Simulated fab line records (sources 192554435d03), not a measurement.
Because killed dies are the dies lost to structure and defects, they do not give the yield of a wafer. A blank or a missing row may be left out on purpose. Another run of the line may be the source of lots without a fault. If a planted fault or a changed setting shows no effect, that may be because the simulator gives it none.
Split-lot study || flow n5Finfet || route with 1938 steps; 7 lots, 21 wafers read

ABOUT THE SPLIT
At N5_BEOL_M4_COAT_22 (resist thk 30 nm), the setting spinRpm was moved away from the recipe's 1500 rpm on 7 of the 21 wafers read, by -5.2% to +9.0%. This setting was run at the recipe's value on the other wafers.

FROM THE SPLIT TO THE READING: what the file shows between them, 4 steps
- N5_BEOL_M4_EBR_24
- N5_BEOL_M4_SOFTBAKE_23: time 60 s
- N5_BEOL_M4_EXPOSE_25: exposes mask V3, defocus 5 nm
- N5_BEOL_M4_PEB_26: peb time 60 s

THE READING
CAR-EUV_of_BEOL_M4_COAT_22.thkNm (the simulator's own value, which no gauge read), in nm, at N5_BEOL_M4_DEVELOP_27 (develop time 30 s). The file does not state a usual value for it. Average 29.6 nm, standard deviation 0.082 nm, over the 14 wafers here run with the recipe.

{"wafer": "L074.1", "tool, chamber at the split": "lithoTrack-03, 0", "spinRpm as run, rpm": 1437, "against the recipe": "-4.2%", "CAR-EUV_of_BEOL_M4_COAT_22.thkNm, nm": 30.2, "against lot-mates on the recipe": "+0.6"}
{"wafer": "L074.6", "tool, chamber at the split": "lithoTrack-03, 0", "spinRpm as run, rpm": 1437, "against the recipe": "-4.2%", "CAR-EUV_of_BEOL_M4_COAT_22.thkNm, nm": 30.2, "against lot-mates on the recipe": "+0.6"}
{"wafer": "L074.3", "tool, chamber at the split": "lithoTrack-03, 0", "spinRpm as run, rpm": 1500, "against the recipe": "recipe", "CAR-EUV_of_BEOL_M4_COAT_22.thkNm, nm": 29.6, "against lot-mates on the recipe": "-"}
{"wafer": "L075.1", "tool, chamber at the split": "lithoTrack-04, 0", "spinRpm as run, rpm": 1500, "against the recipe": "recipe", "CAR-EUV_of_BEOL_M4_COAT_22.thkNm, nm": 29.6, "against lot-mates on the recipe": "-"}
{"wafer": "L075.5", "tool, chamber at the split": "lithoTrack-04, 0", "spinRpm as run, rpm": 1500, "against the recipe": "recipe", "CAR-EUV_of_BEOL_M4_COAT_22.thkNm, nm": 29.6, "against lot-mates on the recipe": "-"}
{"wafer": "L075.2", "tool, chamber at the split": "lithoTrack-04, 0", "spinRpm as run, rpm": 1500, "against the recipe": "recipe", "CAR-EUV_of_BEOL_M4_COAT_22.thkNm, nm": 29.4, "against lot-mates on the recipe": "-"}
{"wafer": "L077.1", "tool, chamber at the split": "lithoTrack-03, 0", "spinRpm as run, rpm": 1500, "against the recipe": "recipe", "CAR-EUV_of_BEOL_M4_COAT_22.thkNm, nm": 29.6, "against lot-mates on the recipe": "-"}
{"wafer": "L077.3", "tool, chamber at the split": "lithoTrack-03, 0", "spinRpm as run, rpm": 1500, "against the recipe": "recipe", "CAR-EUV_of_BEOL_M4_COAT_22.thkNm, nm": 29.6, "against lot-mates on the recipe": "-"}
{"wafer": "L077.6", "tool, chamber at the split": "lithoTrack-03, 0", "spinRpm as run, rpm": 1635, "against the recipe": "+9.0%", "CAR-EUV_of_BEOL_M4_COAT_22.thkNm, nm": 28.4, "against lot-mates on the recipe": -1.2}
{"wafer": "L083.2", "tool, chamber at the split": "lithoTrack-03, 0", "spinRpm as run, rpm": 1500, "against the recipe": "recipe", "CAR-EUV_of_BEOL_M4_COAT_22.thkNm, nm": 29.6, "against lot-mates on the recipe": "-"}
{"wafer": "L083.6", "tool, chamber at the split": "lithoTrack-03, 0", "spinRpm as run, rpm": 1500, "against the recipe": "recipe", "CAR-EUV_of_BEOL_M4_COAT_22.thkNm, nm": 29.6, "against lot-mates on the recipe": "-"}
{"wafer": "L083.5", "tool, chamber at the split": "lithoTrack-03, 0", "spinRpm as run, rpm": 1500, "against the recipe": "recipe", "CAR-EUV_of_BEOL_M4_COAT_22.thkNm, nm": 29.4, "against lot-mates on the recipe": "-"}
{"wafer": "L088.1", "tool, chamber at the split": "lithoTrack-02, 0", "spinRpm as run, rpm": 1422, "against the recipe": "-5.2%", "CAR-EUV_of_BEOL_M4_COAT_22.thkNm, nm": 30.2, "against lot-mates on the recipe": "+0.8"}
{"wafer": "L088.4", "tool, chamber at the split": "lithoTrack-02, 0", "spinRpm as run, rpm": 1422, "against the recipe": "-5.2%", "CAR-EUV_of_BEOL_M4_COAT_22.thkNm, nm": 30.2, "against lot-mates on the recipe": "+0.8"}
{"wafer": "L088.5", "tool, chamber at the split": "lithoTrack-02, 0", "spinRpm as run, rpm": 1500, "against the recipe": "recipe", "CAR-EUV_of_BEOL_M4_COAT_22.thkNm, nm": 29.4, "against lot-mates on the recipe": "-"}
{"wafer": "L090.3", "tool, chamber at the split": "lithoTrack-04, 0", "spinRpm as run, rpm": 1500, "against the recipe": "recipe", "CAR-EUV_of_BEOL_M4_COAT_22.thkNm, nm": 29.6, "against lot-mates on the recipe": "-"}
{"wafer": "L090.5", "tool, chamber at the split": "lithoTrack-04, 0", "spinRpm as run, rpm": 1500, "against the recipe": "recipe", "CAR-EUV_of_BEOL_M4_COAT_22.thkNm, nm": 29.6, "against lot-mates on the recipe": "-"}
{"wafer": "L090.6", "tool, chamber at the split": "lithoTrack-04, 0", "spinRpm as run, rpm": 1500, "against the recipe": "recipe", "CAR-EUV_of_BEOL_M4_COAT_22.thkNm, nm": 29.6, "against lot-mates on the recipe": "-"}
{"wafer": "L093.1", "tool, chamber at the split": "lithoTrack-02, 0", "spinRpm as run, rpm": 1631, "against the recipe": "+8.7%", "CAR-EUV_of_BEOL_M4_COAT_22.thkNm, nm": 28.2, "against lot-mates on the recipe": -1.4}
{"wafer": "L093.4", "tool, chamber at the split": "lithoTrack-02, 0", "spinRpm as run, rpm": 1631, "against the recipe": "+8.7%", "CAR-EUV_of_BEOL_M4_COAT_22.thkNm, nm": 28.2, "against lot-mates on the recipe": -1.4}
{"wafer": "L093.5", "tool, chamber at the split": "lithoTrack-02, 0", "spinRpm as run, rpm": 1500, "against the recipe": "recipe", "CAR-EUV_of_BEOL_M4_COAT_22.thkNm, nm": 29.6, "against lot-mates on the recipe": "-"}

FIT RESULTS
A straight line over all 21 wafers: CAR-EUV_of_BEOL_M4_COAT_22.thkNm changes by -0.143 nm for each +1% of spinRpm; r = -0.99; the points scatter about the line by 0.091 nm.
The same after taking each lot's own level away (the mean of its wafers on the recipe; 21 wafers): -0.15 nm for each +1%; r = -0.99; scatter 0.07 nm.
According to that fit, moving spinRpm by its largest amount changes the reading by 1.4 nm.
Across the lots, their own levels run from 29.40 to 29.60 nm, a range of 2.4 times the standard deviation given above.
Hence the lot-to-lot level has little effect on the slope; both slopes agree.
Check: with one of the wafers moved furthest among these (+9.0%) left out of the fit, the line predicts -1.42 nm for it against its lot-mates. Against them it came out at -1.2 nm.

ADDITIONAL SPLITS CARRIED BY THESE WAFERS
These wafers also went through other splits before the reading. Each is held against what the fit with the lots' levels taken away leaves over:
{"other split on the same wafers": "N5_BEOL_M0_SAQP_EXPOSE_37 doseMj", "wafers away from the commonest value": 6, "r with CAR-EUV_of_BEOL_M4_COAT_22.thkNm (lot level and that fit taken away)": "+0.22"}
{"other split on the same wafers": "N5_BEOL_M0_SAQP_ALD_48 aldCycles", "wafers away from the commonest value": 9, "r with CAR-EUV_of_BEOL_M4_COAT_22.thkNm (lot level and that fit taken away)": "+0.11"}
{"other split on the same wafers": "N5_BEOL_M3_HM_DEP_02 targetThkA", "wafers away from the commonest value": 7, "r with CAR-EUV_of_BEOL_M4_COAT_22.thkNm (lot level and that fit taken away)": -0.07}
{"other split on the same wafers": "N5_BEOL_M3_EXPOSE_08 doseMj", "wafers away from the commonest value": 7, "r with CAR-EUV_of_BEOL_M4_COAT_22.thkNm (lot level and that fit taken away)": "+0.26"}
{"other split on the same wafers": "N5_BEOL_M3_TRENCH_ETCH_37 sourceW", "wafers away from the commonest value": 9, "r with CAR-EUV_of_BEOL_M4_COAT_22.thkNm (lot level and that fit taken away)": -0.22}
{"other split on the same wafers": "N5_BEOL_M4_ETCH_64 biasW", "wafers away from the commonest value": 4, "r with CAR-EUV_of_BEOL_M4_COAT_22.thkNm (lot level and that fit taken away)": -0.32}

THE WHOLE CHAIN: every reading that the file lists as answering this split, in the file's order
{"step": "N5_BEOL_M4_COAT_22", "what it does": "resist thk 30 nm", "reading": "CAR-EUV_of_BEOL_M4_COAT_22.thkNm (the simulator's own value, which no gauge read)", "change (the file's fit)": "-0.141 nm for each +1% of the setting", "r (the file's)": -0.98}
{"step": "N5_BEOL_M4_DEVELOP_27", "what it does": "develop time 30 s", "reading": "CAR-EUV_of_BEOL_M4_COAT_22.thkNm (the simulator's own value, which no gauge read)", "change (the file's fit)": "-0.147 nm for each +1% of the setting", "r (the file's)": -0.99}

THE FILE'S OWN FIT
CAR-EUV_of_BEOL_M4_COAT_22.thkNm changes by -0.147 nm for each +1% of spinRpm, r = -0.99.
